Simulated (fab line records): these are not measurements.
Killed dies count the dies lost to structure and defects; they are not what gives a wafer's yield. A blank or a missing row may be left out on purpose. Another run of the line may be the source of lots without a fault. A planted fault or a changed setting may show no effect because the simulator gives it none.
fab line records ; flow n5Finfet ; part 1 of 2: steps 1 to 24 of 29
record: lots: 5; wafers: 15; lastDay: 19
route steps=1938 shown BEOL_M8@1343
lots that met no fault: taken from a fault-free run of the same line
startH: the number of hours between the record's first day and the start of the first shown wafer of the lot ; waitH: time in hours since the lot's previous step ; " the same as in the row above ; L1.1+2: several wafers, shown together as one row ; - value missing, or start not given ; * or withheld: withheld ; < > ~ a bound
route shown NAME@n: a module of which the file shows steps, and the number in the route of the first ; usual: mean/standard deviation taken from wafers without a fault ; same: alike in all rows ; chamber/n: place in a boat ; sites: readings site by site ; _std_site: their standard deviation ; _edge_site: mean of outer sites minus mean of inner sites ; radiusMm: how far each site lies from the wafer's centre ; mask NAME#n: copy n ; behind: tool/chamber where the wafer was last shaped ; hold: cause of the lot's hold/its duration in hours/its outcome ; device: which transistor (n, p or np) failed to switch ; end of line: tests run on the same wafers once the route is complete ; where a step has no rows: the recipe by itself ; killed: dies lost to structure and defects at the first sort, not the wafer's yield ; map: the dies of a wafer, with x for killed, . for not killed, _ for no die there
set.NAME: the setting the step ran with; set.NAME@STEP: the setting that earlier step ran with ; model.NAME: the simulator's own value behind a step, which no gauge read
lots seen at some steps along the route; tables by step, rows by wafer
services: when a tool's chamber went out of use (startH, in hours from the record's first day, below 0 if earlier), for how many hours, and the reason
== steps ==
step: N5_BEOL_M8_PEB_09
recipe: pebTempC: withheld; pebTimeS: 60; resist: CAR-ArF
same: pebTimeS: 60
lot.wafer;tool;chamber;startH;waitH
L074.1+3+4;lithoTrack-03;0;238.52;0.1
L077.3+4+6;lithoTrack-03;0;265.35;0.0
L079.1+2+4;lithoTrack-05;0;277.21;0.1
L093.2+4+6;lithoTrack-02;0;357.98;0.0
L095.3+5+6;lithoTrack-05;0;393.03;0.0
step: N5_BEOL_M8_DEVELOP_10
recipe: developTimeS: 30; developer: TMAH; resist: CAR-ArF; rinseLiquid: diw; dry: airSpin; devTempC: 23
lot.wafer;tool;chamber;startH;waitH
L074.1+3+4;lithoTrack-03;0;-;-
L077.3+4+6;lithoTrack-03;0;-;-
L079.1+2+4;lithoTrack-05;0;-;-
L093.2+4+6;lithoTrack-02;0;-;-
L095.3+5+6;lithoTrack-05;0;-;-
step: N5_BEOL_M8_CD_MEAS_11
recipe: targetCdNm: 38.5; landingEnergyEv: 500; detector: seInlens; polarity: opening
usual: cdNm: 38.4/0.44
lot.wafer;tool;chamber;startH;waitH;cdNm
L074.1;cdSem-02;0;238.59;-;38.1
L074.3;cdSem-02;0;238.59;-;38.4
L074.4;cdSem-02;0;238.59;-;38.5
L077.3;cdSem-02;0;265.42;-;38.4
L077.4;cdSem-02;0;265.42;-;39.2
L077.6;cdSem-02;0;265.42;-;38.4
L079.1;cdSem-02;0;277.28;-;37.5
L079.2;cdSem-02;0;277.28;-;38.3
L079.4;cdSem-02;0;277.28;-;38.4
L093.2;cdSem-02;0;358.04;-;38.0
L093.4;cdSem-02;0;358.04;-;38.8
L093.6;cdSem-02;0;358.04;-;38.4
L095.3;cdSem-03;0;393.10;-;37.4
L095.5;cdSem-03;0;393.10;-;38.0
L095.6;cdSem-03;0;393.10;-;38.4
step: N5_BEOL_M8_OVL_MEAS_12
recipe: pointsPerWafer: 44
usual: M8_OVL: 0.2/0.84
lot.wafer;tool;chamber;startH;waitH;M8_OVL[nm]
L074.1;overlay-01;0;238.62;0.0;0.2
L074.3;overlay-01;0;238.62;0.0;1.2
L074.4;overlay-01;0;238.62;0.0;-0.3
L077.3;overlay-02;0;265.45;0.0;0.3
L077.4;overlay-02;0;265.45;0.0;0.6
L077.6;overlay-02;0;265.45;0.0;0.8
L079.1;overlay-02;0;277.31;0.0;-0.3
L079.2;overlay-02;0;277.31;0.0;0.3
L079.4;overlay-02;0;277.31;0.0;-0.7
L093.2;overlay-02;0;358.07;0.0;-1.0
L093.4;overlay-02;0;358.07;0.0;0.1
L093.6;overlay-02;0;358.07;0.0;0.4
L095.3;overlay-02;0;393.13;0.0;1.0
L095.5;overlay-02;0;393.13;0.0;0.4
L095.6;overlay-02;0;393.13;0.0;1.7
step: N5_BEOL_M8_INSPECT_13
recipe: mode: adi; inspectInstrument: brightfield
usual: rawDefectCount: 415/100
lot.wafer;tool;chamber;startH;waitH;rawDefectCount
L074.1;defectInspect-02;-;238.64;0.0;318
L074.3;defectInspect-02;-;238.64;0.0;234
L074.4;defectInspect-02;-;238.64;0.0;485
L077.3;defectInspect-01;-;265.47;0.0;452
L077.4;defectInspect-01;-;265.47;0.0;352
L077.6;defectInspect-01;-;265.47;0.0;322
L079.1;defectInspect-01;-;277.33;0.0;368
L079.2;defectInspect-01;-;277.33;0.0;280
L079.4;defectInspect-01;-;277.33;0.0;336
L093.2;defectInspect-01;-;358.10;0.0;348
L093.4;defectInspect-01;-;358.10;0.0;575
L093.6;defectInspect-01;-;358.10;0.0;354
L095.3;defectInspect-01;-;393.15;0.0;426
L095.5;defectInspect-01;-;393.15;0.0;434
L095.6;defectInspect-01;-;393.15;0.0;451
step: N5_BEOL_M8_DESCUM_16
recipe: chemistry: O2; timeS: 7.9; sourcePowerW: 50; biasPowerW: 20; pressureMtorr: 20; rfFrequencyHz: 2.712e+07; tempC: 40; resist: CAR-ArF; o2FlowSccm: 225
usual: drypumpMotorCurrentA: 5.8/0.42; oesProductAu: 0.77/0.06; rfVppV: 243.5/1.2; showerheadPlenumPTorr: 2.12/0.053; throttleValvePct: 20.48/0.17
same: timeS: 7.9
lot.wafer;tool;chamber;startH;waitH;drypumpMotorCurrentA;oesProductAu;rfHoursCounterH;rfVppV;showerheadPlenumPTorr;throttleValvePct
L074.1;rieDiel-04;0;238.95;0.3;6.4;0.90;24;245.1;2.22;20.31
L074.3;rieDiel-04;3;238.95;0.3;6.5;0.74;197;241.7;2.17;20.27
L074.4;rieDiel-04;2;238.95;0.3;5.4;0.70;212;244.8;2.16;20.96
L077.3;rieDiel-06;2;265.51;0.0;5.1;0.72;195;243.3;2.18;20.38
L077.4;rieDiel-06;3;265.51;0.0;5.9;0.74;163;242.5;2.10;20.50
L077.6;rieDiel-06;2;265.51;0.0;5.1;0.72;-;244.5;2.18;20.36
L079.1;rieDiel-01;2;277.55;0.2;6.3;0.82;91;241.6;2.02;20.56
L079.2;rieDiel-01;1;277.55;0.2;5.8;0.80;112;244.2;2.11;20.44
L079.4;rieDiel-01;3;277.55;0.2;5.6;0.74;162;242.0;2.09;20.58
L093.2;rieDiel-01;0;358.29;0.2;5.8;0.79;120;245.5;2.19;20.54
L093.4;rieDiel-01;1;358.29;0.2;5.8;0.76;140;242.8;2.10;20.47
L093.6;rieDiel-01;0;358.29;0.2;5.7;0.79;-;245.1;2.19;20.56
L095.3;rieDiel-04;0;393.46;0.3;6.4;0.82;83;244.8;2.20;20.40
L095.5;rieDiel-04;3;393.46;0.3;6.5;0.70;-;244.7;2.15;20.35
L095.6;rieDiel-04;0;393.46;0.3;6.4;0.82;-;245.1;2.20;20.39
step: N5_BEOL_M8_ETCH_61
recipe: chemistry: CF4; target: SiARC; targetDepthA: 455; maskMaterial: CAR-ArF; timeS: 75.8; ionEnergyEv: 80; pressureMtorr: 40; sourceW: 545; biasW: 36; Ar_flow_sccm: 100; cf4FlowSccm: 100; ends: cleared
usual: biasW: 36.00/0.1; drypumpMotorCurrentA: 5.8/0.43; etchRfOnTimeS: 75.6/0.88; oesProductAu: 0.66/0.052; rfVppV: 184.4/1.1; showerheadPlenumPTorr: 2.17/0.05; throttleValvePct: 15.66/0.15
lot.wafer;tool;chamber;startH;waitH;biasW;drypumpMotorCurrentA;etchRfOnTimeS;oesProductAu;rfHoursCounterH;rfVppV;showerheadPlenumPTorr;throttleValvePct
L074.1;rieDiel-04;0;238.98;0.0;36.09;6.4;74.7;0.77;24;184.2;2.27;15.48
L074.3;rieDiel-04;3;238.98;0.0;35.92;6.5;77.2;0.63;197;184.9;2.21;15.49
L074.4;rieDiel-04;2;238.98;0.0;35.88;5.4;75.6;0.60;212;185.3;2.20;16.11
L077.3;rieDiel-06;2;265.54;0.0;35.99;5.1;74.2;0.62;195;185.2;2.22;15.59
L077.4;rieDiel-06;3;265.54;0.0;35.99;5.9;75.1;0.64;163;184.1;2.13;15.57
L077.6;rieDiel-06;2;265.54;0.0;35.83;5.1;74.3;0.62;-;185.6;2.22;15.58
L079.1;rieDiel-01;2;277.58;0.0;36.01;6.2;75.7;0.69;91;184.3;2.08;15.76
L079.2;rieDiel-01;1;277.58;0.0;36.14;5.8;75.2;0.69;112;183.7;2.15;15.59
L079.4;rieDiel-01;3;277.58;0.0;35.88;5.6;76.1;0.63;162;185.4;2.14;15.80
L093.2;rieDiel-01;0;358.32;0.0;36.01;5.7;76.5;0.67;120;186.1;2.23;15.68
L093.4;rieDiel-01;1;358.32;0.0;35.90;5.8;75.7;0.65;140;185.1;2.14;15.63
L093.6;rieDiel-01;0;358.32;0.0;36.00;5.7;76.3;0.67;-;186.6;2.23;15.68
L095.3;rieDiel-04;0;393.50;0.0;36.09;6.4;74.6;0.71;83;186.5;2.25;15.59
L095.5;rieDiel-04;3;393.50;0.0;36.09;6.5;76.6;0.60;-;183.6;2.19;15.59
L095.6;rieDiel-04;0;393.50;0.0;35.96;6.4;74.6;0.70;-;185.4;2.25;15.62
step: N5_BEOL_M8_ETCH_62
recipe: chemistry: N2/H2; target: SOC; targetDepthA: 1100; overetchA: 220; maskMaterial: SiARC; tempC: 40; timeS: 165; ionEnergyEv: 200; pressureMtorr: 30; sourceW: 840; biasW: 150; n2FlowSccm: 200; h2FlowSccm: 200
usual: biasW: 150.0/0.44; drypumpMotorCurrentA: 5.8/0.42; oesProductAu: 0.65/0.049; rfVppV: 524.8/1.9; showerheadPlenumPTorr: 2.57/0.065; throttleValvePct: 17.87/0.19
same: timeS: 165
lot.wafer;tool;chamber;startH;waitH;biasW;drypumpMotorCurrentA;oesProductAu;rfHoursCounterH;rfVppV;showerheadPlenumPTorr;throttleValvePct
L074.1;rieDiel-04;0;239.04;0.0;150.4;6.4;0.76;24;529.6;2.71;17.70
L074.3;rieDiel-04;3;239.04;0.0;150.6;6.5;0.63;197;526.4;2.63;17.57
L074.4;rieDiel-04;2;239.04;0.0;150.4;5.5;0.60;212;526.3;2.62;18.42
L077.3;rieDiel-06;2;265.60;0.0;149.4;5.1;0.61;195;526.7;2.63;17.84
L077.4;rieDiel-06;3;265.60;0.0;150.5;5.9;0.63;163;522.9;2.53;17.80
L077.6;rieDiel-06;2;265.60;0.0;149.7;5.1;0.61;-;526.7;2.63;17.82
L079.1;rieDiel-01;2;277.64;0.0;150.0;6.3;0.69;91;521.6;2.46;17.93
L079.2;rieDiel-01;1;277.64;0.0;150.2;5.7;0.68;112;524.0;2.56;17.82
L079.4;rieDiel-01;3;277.64;0.0;150.0;5.6;0.63;163;523.1;2.53;18.00
L093.2;rieDiel-01;0;358.38;0.0;150.6;5.7;0.67;120;526.3;2.66;17.98
L093.4;rieDiel-01;1;358.38;0.0;151.0;5.8;0.65;140;524.2;2.55;17.89
L093.6;rieDiel-01;0;358.38;0.0;150.4;5.8;0.67;-;527.2;2.66;17.99
L095.3;rieDiel-04;0;393.55;0.0;150.0;6.4;0.69;84;527.1;2.69;17.80
L095.5;rieDiel-04;3;393.55;0.0;150.3;6.5;0.60;-;524.3;2.61;17.68
L095.6;rieDiel-04;0;393.55;0.0;149.8;6.4;0.68;-;527.7;2.69;17.81
step: N5_BEOL_M8_STRIP_68
recipe: chemistry: N2/H2; tempC: 40; n2FlowSccm: 200; h2FlowSccm: 200; rfFrequencyHz: 6e+07
lot.wafer;tool;chamber;startH;waitH
L074.1+3+4;rieDiel-04;0,3,2;239.17;0.1
L077.3+4+6;rieDiel-06;2,3,2;265.73;0.1
L079.1+2+4;rieDiel-01;2,1,3;277.77;0.1
L093.2+4+6;rieDiel-01;0,1,0;358.52;0.1
L095.3+5+6;rieDiel-04;0,3,0;393.69;0.1
step: N5_BEOL_M8_STRIP_67
recipe: chemistry: CF4; resist: SiARC; powerW: 300; biasPowerW: 75; pressureMtorr: 50; cf4FlowSccm: 150; rfFrequencyHz: 6e+07
usual: drypumpMotorCurrentA: 5.8/0.42; oesProductAu: 0.77/0.058; rfVppV: 271.6/1.4; showerheadPlenumPTorr: 1.81/0.042; throttleValvePct: 13.64/0.15
lot.wafer;tool;chamber;startH;waitH;drypumpMotorCurrentA;oesProductAu;rfHoursCounterH;rfVppV;showerheadPlenumPTorr;throttleValvePct
L074.1;rieDiel-04;0;239.18;0.0;6.4;0.91;24;275.0;1.90;13.44
L074.3;rieDiel-04;3;239.18;0.0;6.5;0.74;197;274.2;1.85;13.50
L074.4;rieDiel-04;2;239.18;0.0;5.4;0.70;213;270.8;1.84;14.09
L077.3;rieDiel-06;2;265.74;0.0;5.0;0.72;195;272.7;1.86;13.59
L077.4;rieDiel-06;3;265.74;0.0;5.9;0.74;163;270.4;1.78;13.56
L077.6;rieDiel-06;2;265.74;0.0;5.1;0.72;-;272.8;1.86;13.58
L079.1;rieDiel-01;2;277.78;0.0;6.2;0.81;91;271.8;1.74;13.69
L079.2;rieDiel-01;1;277.78;0.0;5.7;0.79;112;270.8;1.79;13.52
L079.4;rieDiel-01;3;277.78;0.0;5.6;0.75;163;270.9;1.79;13.76
L093.2;rieDiel-01;0;358.53;0.0;5.7;0.78;120;273.5;1.87;13.66
L093.4;rieDiel-01;1;358.53;0.0;5.8;0.76;140;271.9;1.79;13.58
L093.6;rieDiel-01;0;358.53;0.0;5.8;0.79;-;274.0;1.86;13.65
L095.3;rieDiel-04;0;393.70;0.0;6.4;0.82;84;271.6;1.89;13.59
L095.5;rieDiel-04;3;393.70;0.0;6.5;0.71;-;272.4;1.84;13.63
L095.6;rieDiel-04;0;393.70;0.0;6.4;0.82;-;274.2;1.89;13.58
step: N5_BEOL_M8_HM_OPEN_17
recipe: chemistry: Cl2/BCl3; targetDepthA: 200; overetchA: 60; target: TiN; maskMaterial: SOC; ionEnergyEv: 150; pressureMtorr: 10; icpW: 1000; biasW: 126; Cl2_flow_sccm: 53.25; bcl3FlowSccm: 21.75; Ar_flow_sccm: 25
usual: biasW: 126.0/0.35; drypumpMotorCurrentA: 6.0/0.47; oesProductAu: 0.71/0.062; throttleValvePct: 22.02/0.24
lot.wafer;tool;chamber;startH;waitH;biasW;drypumpMotorCurrentA;oesProductAu;rfHoursCounterH;throttleValvePct
L074.1;rieMetal-01;0;239.22;0.0;125.8;6.7;0.80;4;22.05
L074.3;rieMetal-01;0;239.22;0.0;126.0;6.7;0.80;-;22.05
L074.4;rieMetal-01;1;239.22;0.0;126.4;6.1;0.66;-;21.82
L077.3;rieMetal-01;1;265.81;0.1;125.7;6.1;0.65;-;21.85
L077.4;rieMetal-01;0;265.81;0.1;125.8;6.8;0.77;-;22.09
L077.6;rieMetal-01;0;265.81;0.1;125.9;6.8;0.77;-;22.07
L079.1;rieMetal-02;1;277.83;0.0;126.0;6.0;0.70;26;22.37
L079.2;rieMetal-02;1;277.83;0.0;125.4;6.0;0.70;-;22.36
L079.4;rieMetal-02;1;277.83;0.0;125.9;6.0;0.71;-;22.36
L093.2;rieMetal-01;1;358.57;0.0;126.0;6.1;0.64;51;21.86
L093.4;rieMetal-01;0;358.57;0.0;125.7;6.8;0.73;-;22.08
L093.6;rieMetal-01;0;358.57;0.0;126.1;6.8;0.73;-;22.07
L095.3;rieMetal-03;0;393.77;0.1;126.8;5.9;0.77;-;21.64
L095.5;rieMetal-03;0;393.77;0.1;126.4;5.9;0.76;-;21.65
L095.6;rieMetal-03;1;393.77;0.1;125.7;5.1;0.63;-;21.95
step: N5_BEOL_M8_STRIP_19
recipe: chemistry: O2; powerW: 400; tempC: 40; pressureMtorr: 30; rfFrequencyHz: 6e+07; biasPowerW: 0; overashFraction: 0.2; o2FlowSccm: 225
usual: drypumpMotorCurrentA: 5.8/0.37; oesProductAu: 0.76/0.056; rfVppV: 3.6/0.6; showerheadPlenumPTorr: 2.12/0.054; throttleValvePct: 16.76/0.18
lot.wafer;tool;chamber;startH;waitH;drypumpMotorCurrentA;oesProductAu;rfHoursCounterH;rfVppV;showerheadPlenumPTorr;throttleValvePct
L074.1;rieDiel-06;3;239.33;0.1;5.9;0.75;155;4.0;2.10;16.72
L074.3;rieDiel-06;1;239.33;0.1;5.7;0.83;77;4.8;2.12;16.69
L074.4;rieDiel-06;0;239.33;0.1;6.0;0.73;197;4.2;2.08;16.92
L077.3;rieDiel-04;1;265.93;0.1;5.3;0.78;115;3.8;2.10;16.40
L077.4;rieDiel-04;2;265.93;0.1;5.4;0.69;-;2.9;2.16;17.23
L077.6;rieDiel-04;1;265.93;0.1;5.3;0.78;-;3.1;2.10;16.41
L079.1;rieDiel-06;3;278.03;0.2;5.9;0.74;169;3.2;2.10;16.72
L079.2;rieDiel-06;0;278.03;0.2;5.9;0.73;212;3.9;2.07;16.94
L079.4;rieDiel-06;1;278.03;0.2;5.7;0.81;94;3.6;2.11;16.74
L093.2;rieDiel-01;3;358.68;0.1;5.5;0.71;197;2.5;2.08;16.90
L093.4;rieDiel-01;1;358.68;0.1;5.8;0.76;140;4.0;2.10;16.75
L093.6;rieDiel-01;3;358.68;0.1;5.6;0.72;-;4.1;2.08;16.92
L095.3;rieDiel-06;1;393.85;0.1;5.7;0.76;134;2.8;2.10;16.81
L095.5;rieDiel-06;1;393.85;0.1;5.7;0.76;-;3.2;2.10;16.80
L095.6;rieDiel-06;3;393.85;0.1;5.9;0.69;-;4.0;2.08;16.81
step: N5_BEOL_M8_CD_MEAS_18
recipe: pitchNm: 80; targetCdNm: 40
usual: cdNm: 40.0/0.48
lot.wafer;tool;chamber;startH;waitH;cdNm
L074.1;cdSem-01;-;239.40;0.0;39.7
L074.3;cdSem-01;-;239.40;0.0;39.6
L074.4;cdSem-01;-;239.40;0.0;40.4
L077.3;cdSem-01;-;266.00;0.1;40.0
L077.4;cdSem-01;-;266.00;0.1;40.1
L077.6;cdSem-01;-;266.00;0.1;40.2
L079.1;cdSem-03;-;278.10;0.0;39.7
L079.2;cdSem-03;-;278.10;0.0;39.6
L079.4;cdSem-03;-;278.10;0.0;40.1
L093.2;cdSem-03;-;358.75;0.1;39.8
L093.4;cdSem-03;-;358.75;0.1;40.8
L093.6;cdSem-03;-;358.75;0.1;40.2
L095.3;cdSem-01;-;393.94;0.1;38.8
L095.5;cdSem-01;-;393.94;0.1;39.0
L095.6;cdSem-01;-;393.94;0.1;39.7
step: N5_BEOL_M8_COAT_63
recipe: resist: SOC; tempC: 250; timeS: 60; spinRpm: 1500; resistThkNm: 60
same: timeS: 60
lot.wafer;tool;chamber;startH;waitH
L074.1+3+4;lithoTrack-02;0;240.64;1.2
L077.3+4+6;lithoTrack-05;0;267.76;1.8
L079.1+2+4;lithoTrack-05;0;278.43;0.3
L093.2+4+6;lithoTrack-05;0;359.68;0.9
L095.3+5+6;lithoTrack-02;0;394.95;1.0
step: N5_BEOL_M8_COAT_64
recipe: resist: SiARC; tempC: 220; timeS: 60; spinRpm: 1500; resistThkNm: 12
same: timeS: 60
lot.wafer;tool;chamber;startH;waitH
L074.1+3+4;lithoTrack-02;0;-;-
L077.3+4+6;lithoTrack-05;0;-;-
L079.1+2+4;lithoTrack-05;0;-;-
L093.2+4+6;lithoTrack-05;0;-;-
L095.3+5+6;lithoTrack-02;0;-;-
step: N5_BEOL_M8_COAT_71
recipe: resist: underlayer; tempC: 205; timeS: 60; spinRpm: 1500; resistThkNm: 5
same: timeS: 60
lot.wafer;tool;chamber;startH;waitH
L074.1+3+4;lithoTrack-02;0;-;-
L077.3+4+6;lithoTrack-05;0;-;-
L079.1+2+4;lithoTrack-05;0;-;-
L093.2+4+6;lithoTrack-05;0;-;-
L095.3+5+6;lithoTrack-02;0;-;-
step: N5_BEOL_M8_COAT_22
recipe: resist: CAR-EUV; spinRpm: 1500; resistThkNm: 30
lot.wafer;tool;chamber;startH;waitH
L074.1+3+4;lithoTrack-02;0;-;-
L077.3+4+6;lithoTrack-05;0;-;-
L079.1+2+4;lithoTrack-05;0;-;-
L093.2+4+6;lithoTrack-05;0;-;-
L095.3+5+6;lithoTrack-02;0;-;-
step: N5_BEOL_M8_EBR_24
recipe: solvent: PGMEA; ebrWidthMm: 1.5
same: ebrWidthMm: 1.5
lot.wafer;tool;chamber;startH;waitH
L074.1+3+4;lithoTrack-02;0;-;-
L077.3+4+6;lithoTrack-05;0;-;-
L079.1+2+4;lithoTrack-05;0;-;-
L093.2+4+6;lithoTrack-05;0;-;-
L095.3+5+6;lithoTrack-02;0;-;-
step: N5_BEOL_M8_SOFTBAKE_23
recipe: tempC: 110; timeS: 60; resist: CAR-EUV
same: timeS: 60
lot.wafer;tool;chamber;startH;waitH
L074.1+3+4;lithoTrack-02;0;-;-
L077.3+4+6;lithoTrack-05;0;-;-
L079.1+2+4;lithoTrack-05;0;-;-
L093.2+4+6;lithoTrack-05;0;-;-
L095.3+5+6;lithoTrack-02;0;-;-
step: N5_BEOL_M8_EXPOSE_25
recipe: maskId: V7; na: 0.33; sourceShape: annular; sigmaInner: 0.4; sigmaOuter: 0.8; polarization: unpolarized; targetCdNm: 40; doseMj: 42.5
usual: reticleTempC: 23.00/0.097
same: sigmaOuter: 0.8
lot.wafer;tool;chamber;startH;waitH;mask;reticleTempC
L074.1;euvScanner-02;0;240.78;-;V7#0;22.88
L074.3;euvScanner-02;0;240.78;-;V7#0;22.90
L074.4;euvScanner-02;0;240.78;-;V7#0;23.03
L077.3;euvScanner-02;0;268.16;-;V7#0;22.94
L077.4;euvScanner-02;0;268.16;-;V7#0;22.89
L077.6;euvScanner-02;0;268.16;-;V7#0;23.10
L079.1;euvScanner-02;0;278.69;-;V7#0;22.98
L079.2;euvScanner-02;0;278.69;-;V7#0;23.04
L079.4;euvScanner-02;0;278.69;-;V7#0;22.96
L093.2;euvScanner-01;0;360.15;-;V7#0;23.01
L093.4;euvScanner-01;0;360.15;-;V7#0;22.99
L093.6;euvScanner-01;0;360.15;-;V7#0;22.99
L095.3;euvScanner-02;0;395.14;-;V7#0;23.19
L095.5;euvScanner-02;0;395.14;-;V7#0;23.11
L095.6;euvScanner-02;0;395.14;-;V7#0;23.00
step: N5_BEOL_M8_PEB_26
recipe: pebTempC: 100; pebTimeS: 60; resist: CAR-EUV
same: pebTimeS: 60
lot.wafer;tool;chamber;startH;waitH
L074.1+3+4;lithoTrack-03;0;240.84;0.1
L077.3+4+6;lithoTrack-03;0;268.22;0.0
L079.1+2+4;lithoTrack-02;0;278.75;0.1
L093.2+4+6;lithoTrack-02;0;360.21;0.1
L095.3+5+6;lithoTrack-02;0;395.19;0.0
step: N5_BEOL_M8_DEVELOP_27
recipe: developTimeS: 30; developer: TMAH; resist: CAR-EUV; rinseLiquid: surfactantRinse; dry: airSpin; devTempC: 23
lot.wafer;tool;chamber;startH;waitH
L074.1+3+4;lithoTrack-03;0;-;-
L077.3+4+6;lithoTrack-03;0;-;-
L079.1+2+4;lithoTrack-02;0;-;-
L093.2+4+6;lithoTrack-02;0;-;-
L095.3+5+6;lithoTrack-02;0;-;-
step: N5_BEOL_M8_CD_MEAS_28
recipe: targetCdNm: 40; landingEnergyEv: 500; detector: seInlens
usual: cdNm: 40.04/0.22
lot.wafer;tool;chamber;startH;waitH;cdNm
L074.1;cdSem-03;0;240.91;-;40.18
L074.3;cdSem-03;0;240.91;-;40.13
L074.4;cdSem-03;0;240.91;-;40.44
L077.3;cdSem-01;0;268.28;-;40.26
L077.4;cdSem-01;0;268.28;-;39.81
L077.6;cdSem-01;0;268.28;-;40.09
L079.1;cdSem-01;0;278.82;-;40.06
L079.2;cdSem-01;0;278.82;-;39.75
L079.4;cdSem-01;0;278.82;-;40.28
L093.2;cdSem-02;0;360.28;-;40.43
L093.4;cdSem-02;0;360.28;-;40.10
L093.6;cdSem-02;0;360.28;-;40.19
L095.3;cdSem-02;0;395.26;-;40.00
L095.5;cdSem-02;0;395.26;-;39.83
L095.6;cdSem-02;0;395.26;-;40.19
step: N5_BEOL_M8_OVL_MEAS_29
recipe: pointsPerWafer: 522
usual: V7_OVL: 0.0/0.75
lot.wafer;tool;chamber;startH;waitH;V7_OVL[nm]
L074.1;overlay-01;0;240.94;0.0;-0.1
L074.3;overlay-01;0;240.94;0.0;0.1
L074.4;overlay-01;0;240.94;0.0;0.6
L077.3;overlay-02;0;268.32;0.0;0.2
L077.4;overlay-02;0;268.32;0.0;-0.1
L077.6;overlay-02;0;268.32;0.0;0.1
L079.1;overlay-02;0;278.85;0.0;-0.2
L079.2;overlay-02;0;278.85;0.0;1.0
L079.4;overlay-02;0;278.85;0.0;1.1
L093.2;overlay-01;0;360.32;0.0;-0.2
L093.4;overlay-01;0;360.32;0.0;1.1
L093.6;overlay-01;0;360.32;0.0;-0.5
L095.3;overlay-02;0;395.30;0.0;0.9
L095.5;overlay-02;0;395.30;0.0;0.0
L095.6;overlay-02;0;395.30;0.0;1.1
